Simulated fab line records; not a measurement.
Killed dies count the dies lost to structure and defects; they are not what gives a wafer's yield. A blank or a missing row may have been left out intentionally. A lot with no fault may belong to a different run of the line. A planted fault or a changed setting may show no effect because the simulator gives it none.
Problem report, 8D (eight disciplines) form, completed by code + flow n5_finfet + the parts of the form that need people (team, actions taken, sign-off) are left out

## 1. WHAT IS WRONG
At N5_GATE_CUT_COAT_07, spin_speed_rpm averages 1367.0 rpm over 6 wafers from 2 lots, while fault-free wafers read 1500.0 rpm, standard deviation 0.94. That is -99 or more standard deviations from the usual mean.
The step: resist thk 30 nm.
First seen on wafer L257.2, day 8 21:42, on litho_track-05. At this step, 30 wafers from 10 lots have a number in the record. The rule behind "out" and "out of limits": a value lying over 4 standard deviations away from the usual mean. The rest of the wafers with a number are treated as sound.

## 2. WHAT IT IS AND WHAT IT IS NOT
| question                    | is                     | is not                                                              |
|-----------------------------|------------------------|---------------------------------------------------------------------|
| which readings at this step | spin_speed_rpm         | resist_line_temp_C                                                  |
| which lots                  | L257, L261             | L239, L240, L242, L245, L251, L255, L256, L259                      |
| which wafers of those lots  | all that have a number | -                                                                   |
| read on which tools         | litho_track-05         | litho_track-03, litho_track-04                                      |
| when                        | from day 8 21:42       | up to then (21 sound wafers); but 3 sound wafers of L259 came after |

## 3. WHAT RULES OUT EACH SUSPECT
Counting: a tool stays on the suspect list if, at a process step up to the reading, it processed all lots that are out and no sound lot following the first of them.
- litho_track-05 at N5_GATE_CUT_COAT_07 (resist thk 30 nm): kept. It ran every lot that is out, first L257 (day 8 21:42), and no sound lot after that; its last sound lot up to then is L255 (day 8 10:47). On those wafers its own readings are out: spin_speed_rpm.
The count leaves litho_track-05 at N5_GATE_CUT_COAT_07.

## 4. THE CAUSE (what the simulator had put in)
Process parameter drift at N5_GATE_CUT_COAT_07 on litho_track-05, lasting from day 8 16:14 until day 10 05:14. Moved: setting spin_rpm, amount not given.
After counting, this tool was the only one left.

## 5. SEQUENCE OF EFFECTS, ordered by route
Each row: a reading whose mean over the struck wafers that have a number lies more than 3 standard deviations from the usual. Only readings for which the record gives a usual standard deviation are gone through. hours: the time from each lot's start at the first step in this table that gives one to its start at this step, as a median over the lots. sigmas: the change in usual standard deviations.
| hours | step                | reading        | usual      | on struck wafers | change | sigmas      |
|-------|---------------------|----------------|------------|------------------|--------|-------------|
| 0     | N5_GATE_CUT_COAT_07 | spin_speed_rpm | 1500.0 rpm | 1367.0           | -133.0 | -99 or more |
Here are the process steps it includes:
- N5_GATE_CUT_COAT_07: resist thk 30 nm.
At these later measuring or inspecting steps, every struck wafer for which the step has a row has a number for every such reading, and none has moved that far: N5_GATE_CUT_CD_MEAS_13, N5_BEOL_M4_RC_MEAS_101.

## 6. HOW IT WOULD HAVE BEEN CAUGHT EARLIER
The fault began at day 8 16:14; the first out-of-limits reading in this record came at day 8 21:42, 5 hours later.
